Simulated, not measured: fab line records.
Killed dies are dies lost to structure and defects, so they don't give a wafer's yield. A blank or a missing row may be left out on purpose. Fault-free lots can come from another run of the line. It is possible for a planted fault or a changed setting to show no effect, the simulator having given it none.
Comparing a struck lot with a sound one    flow nand-harc    40 steps out of a route of 1159
Sound: these wafers, L589.1, L589.2, L589.5. Wafers struck: L593.2, L593.3, L593.5. The cause comes at the end.
Order at every step that has rows: each side's tool, ch and its chambers, its first start. Under that, the readings that differ: sound wafers    struck wafers    difference of the means    sigmas: that difference in standard deviations of wafers without a fault.
alike: words and numbers the same on both sides, and readings whose means are apart by under 2 such deviations; not compared: readings that were withheld, readings missing a value for some wafer, numbers with overlapping values and no deviation given by the record, and bounds like >300 which may hide the same value.
A row with sigmas, a row that says differs or no value, or rows on one side alone: a step with any of these is where the two part. When numbers do not overlap yet have no deviation, they are printed without sigmas and do not part them. Lack of a reading on every wafer of one side parts them only where that side has two or more wafers.

NHARC_P_CONTACT_INSPECT_14:
  sound on defect-inspect-02 at day 6 08:52; struck on defect-inspect-02 at day 7 19:17
reading           sound  struck  difference  sigmas
raw-defect-count  0 2 1  6 3 6   +4          +2
NHARC_P_CONTACT_DESCUM_17: chemistry O2, time 3 s.
  sound on rie-diel-11 ch 0,3, day 6 08:56; struck on rie-diel-08 ch 0,1,3, day 7 19:21
  alike: drypump-motor-current-A, oes-product-au, rf-vpp-V, showerhead-plenum-p-Torr, throttle-valve-pct
  not compared: rf-hours-counter-h
NHARC_P_CONTACT_ETCH_35: etches the open film in CF4, target depth 39 nm, time 65 s.
  sound on rie-diel-11 ch 0,2, day 6 09:02; struck on rie-diel-08 ch 0,1,3, day 7 19:26
reading                      sound           struck          difference  sigmas
drypump-motor-current-A (A)  6.08 6.40 6.43  5.57 5.97 5.36  -0.67       -2
  alike: bias-w, oes-product-au, rf-vpp-V, showerhead-plenum-p-Torr, throttle-valve-pct
  not compared: rf-hours-counter-h
then, 4 steps without rows for these wafers: NHARC_P_CONTACT_ETCH_36 (etches the open film in N2/H2, target depth 260 nm, time 406.25 s); NHARC_P_CONTACT_ETCH_18 (etches the open film in C4F8/O2/Ar, target depth 481 nm, time 240.5 s); NHARC_P_CONTACT_STRIP_37 (strips in C4F8/O2/Ar); NHARC_P_CONTACT_ETCH_31 (etches the open film in CH3F/O2, target depth 30 nm, time 85.7 s).
NHARC_P_CONTACT_CD_MEAS_19:
  sound on cd-sem-03 at day 6 09:49; struck on cd-sem-02 at day 7 20:21
  alike: cd-nm
then, 4 steps without rows for these wafers: NHARC_P_CONTACT_STRIP_28 (strips in O2); NHARC_P_CONTACT_STRIP_29 (strips in post etch residue remover, time 1200 s); NHARC_P_CONTACT_DEGAS_38 (time 60 s); NHARC_P_CONTACT_PRE_CLEAN_39 (time 19.5 s).
NHARC_P_CONTACT_PVD_32: deposits Ti, target thk 5 nm, time 17.7 s.
  sound on pvd-sputter-02 at day 6 10:40; struck on pvd-sputter-02 at day 7 21:11
  alike: throttle-valve-pct
NHARC_P_CONTACT_ALD_22: deposits TiN, target thk 3 nm, pulse time 1 s, ald cycles 150.
  sound on ald-metal-01 ch 2,3, day 6 10:47; struck on ald-metal-02 ch 0,2, day 7 21:18
  alike: heater-power-outer-w, heater-power-w, precursor-pulse-height-rel
then, 13 steps without rows for these wafers: NHARC_P_CONTACT_CVD_23 (deposits W, target thk 200 nm, time 557 s); NHARC_P_CONTACT_CMP_24 (polishes, t overpolish 30 s, target thk 200 nm); NHARC_P_CONTACT_SRD_26; NHARC_P_M0_DEP_00 (deposits SiOC, target thk 150 nm); NHARC_P_M0_DEHYDRATE_01 (time 120 s); NHARC_P_M0_HMDS_02 (time 30 s); NHARC_P_M0_COAT_33 (time 65 s); NHARC_P_M0_COAT_03 (resist thk 90 nm); NHARC_P_M0_SOFTBAKE_04 (time 55 s); NHARC_P_M0_EBR_05; NHARC_P_M0_EXPOSE_06 (exposes mask P M0, target cd 90 nm); NHARC_P_M0_PEB_07 (peb time 65 s); NHARC_P_M0_DEVELOP_08 (develop time 35 s).
NHARC_P_M0_CD_MEAS_09: the cd target is 90 nm.
  sound on cd-sem-02 ch 0, day 6 17:17; struck on cd-sem-02 ch 0, day 8 04:08
reading     sound           struck          difference  sigmas
cd-nm (nm)  88.9 89.2 88.5  90.6 90.8 90.0  +1.6        +2
NHARC_P_M0_OVL_MEAS_10: pitch 180 nm.
  sound on overlay-02 at day 6 17:23; struck on overlay-02 at day 8 04:14
  alike: overlay-x-nm, overlay-y-nm
then, 1 step without rows for these wafers: NHARC_P_M0_DESCUM_14 (chemistry O2, time 3 s).
NHARC_P_M0_ETCH_34: etches the open film in N2/H2, target depth 40 nm, overetch 12 nm, time 43.94 s.
  sound on rie-diel-13 ch 2,3, day 6 17:34; struck on rie-diel-06 ch 0,1,2, day 8 04:25
  alike: bias-w, drypump-motor-current-A, oes-product-au, rf-vpp-V, showerhead-plenum-p-Torr, throttle-valve-pct
  not compared: rf-hours-counter-h
NHARC_P_M0_ETCH_15: etches the open film in C4F8/Ar, target depth 150 nm, overetch 15 nm, time 82.5 s.
  sound: rie-diel-13 ch 0,1,2; struck: rie-diel-06 ch 0,1
  alike: bias-w, oes-product-au, rf-vpp-V
  not compared: rf-hours-counter-h
NHARC_P_M0_CD_MEAS_16:
  sound on cd-sem-01 at day 6 17:46; struck on cd-sem-02 at day 8 04:38
  alike: cd-nm
then, 6 steps without rows for these wafers: NHARC_P_M0_STRIP_18 (strips in N2/H2); NHARC_P_M0_STRIP_19 (strips in post etch residue remover, time 600 s); NHARC_P_M0_DEGAS_28 (time 60 s); NHARC_P_M0_PRE_CLEAN_29 (time 30 s); NHARC_P_M0_PVD_20 (deposits TaN, target thk 5 nm, time 8.06 s); NHARC_P_M0_PVD_21 (deposits Cu, target thk 30 nm, time 20.49 s).
-- the record jumps here: 14 days lie between the struck wafers' starts before and after (it left off in module P_M0 and takes up again in module END, whose first step shown is number 1159 of the route) --
NHARC_END_SORT_01:
  sound on prober-02 ch 0, day 19 17:36; struck on prober-01 ch 0, day 21 22:46
reading              sound     struck       difference  sigmas
killed-at-periphery  1 2 0     88 88 84     +86         +41
killed-dies          51 30 30  118 120 115  +81         +7
  alike: killed-at-array, killed-at-other, killed-open, killed-short

## WHERE THEY PART
Earliest at NHARC_P_CONTACT_INSPECT_14; latest, in this record, at NHARC_END_SORT_01.

WHY: whatever the simulator had introduced
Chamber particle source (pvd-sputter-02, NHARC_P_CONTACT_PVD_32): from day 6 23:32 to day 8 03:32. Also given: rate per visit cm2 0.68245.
